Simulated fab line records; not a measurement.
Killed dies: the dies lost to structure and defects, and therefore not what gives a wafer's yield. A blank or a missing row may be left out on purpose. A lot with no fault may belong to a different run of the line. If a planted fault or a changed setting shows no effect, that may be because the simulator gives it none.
Code-filled problem report in 8D (eight disciplines) form || flow n5 finfet || the parts of the form that need people (team, actions taken, sign-off) are left out

## 1. THE ISSUE
Wafers without a fault read 1500.1 rpm, standard deviation 0.99; spin speed rpm at N5_BEOL_M6_COAT_63 reads a mean of 1369.8 rpm on 6 wafers belonging to 2 lots. That is -99 or more standard deviations from the usual mean.
The step: time 60 s, resist thk 60 nm.
Earliest sighting: wafer L590.2 on litho track-03 at day 14 19:44. The record has a number at this step for 32 wafers belonging to 11 lots. The rule behind "out" and "out of limits": a value lying over 4 standard deviations away from the usual mean. The rest of the wafers with a number are treated as sound.

## 2. WHAT IT IS, WHAT IT ISN'T
{"question": "which readings at this step", "is": "spin speed rpm", "is not": "heater power total W"}
{"question": "which lots", "is": "L590, L591", "is not": "L580, L583, L585, L586, L587, L588, L600, L601, L602"}
{"question": "which wafers of those lots", "is": "all that have a number", "is not": "-"}
{"question": "read on which tools", "is": "litho track-03", "is not": "litho track-04, litho track-05"}
{"question": "when", "is": "from day 14 19:44", "is not": "up to then (17 sound wafers); but 9 sound wafers of L600, L601, L602 came after"}

## 3. THE SUSPECTS, EACH WITH WHAT RULES IT OUT
Counting: any tool at a process step up to the reading is kept as a suspect provided that every lot that is out went through it and no sound lot did after the first of them.
- pvd sputter-02 at N5_BEOL_M5_SPUTTER_88 (material Cu, target thk 15 nm, time 27.62 s): ruled out as a lasting fault. Sound lots L600 ran on it after its first lot that is out, L590 (day 14 14:57).
- cvd co-01 at N5_BEOL_M5_PRE_CLEAN_77 (time 15 s): ruled out as a lasting fault. Sound lots L602 ran on it after its first lot that is out, L590 (day 14 17:36).
- litho track-03 at N5_BEOL_M6_COAT_63 (time 60 s, resist thk 60 nm): kept. Every lot that is out went through it, starting with L590 (day 14 19:44), and after that it ran no sound lot; the last sound lot it ran before then is L587 (day 14 17:32). Its own spin speed rpm readings are out on those wafers.
After counting, what remains is litho track-03 at N5_BEOL_M6_COAT_63.

## 4. THE CAUSE (what the simulator had put in)
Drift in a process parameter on litho track-03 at N5_BEOL_M6_COAT_63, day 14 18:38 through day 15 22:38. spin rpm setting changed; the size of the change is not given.
This tool alone remained once counting was done.

## 5. SEQUENCE OF EFFECTS, ordered by route
Each row: a reading whose mean over the struck wafers that have a number lies more than 3 standard deviations from the usual. Scope: only readings with a usual standard deviation given in the record; hours: median across lots of the time from each lot's start at the first step in this table that gives one to its start at this step; sigmas: change in usual standard deviations.
{"hours": 0, "step": "N5_BEOL_M6_COAT_63", "reading": "spin speed rpm", "usual": "1500.1 rpm", "on struck wafers": 1369.8, "change": -130.3, "sigmas": "-99 or more"}
Here are the process steps it includes:
- N5_BEOL_M6_COAT_63: time 60 s, resist thk 60 nm.

## 6. WHAT WOULD HAVE CAUGHT IT SOONER
In this record the first reading out of limits was taken at day 14 19:44, 1 hour after the fault began at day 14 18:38.
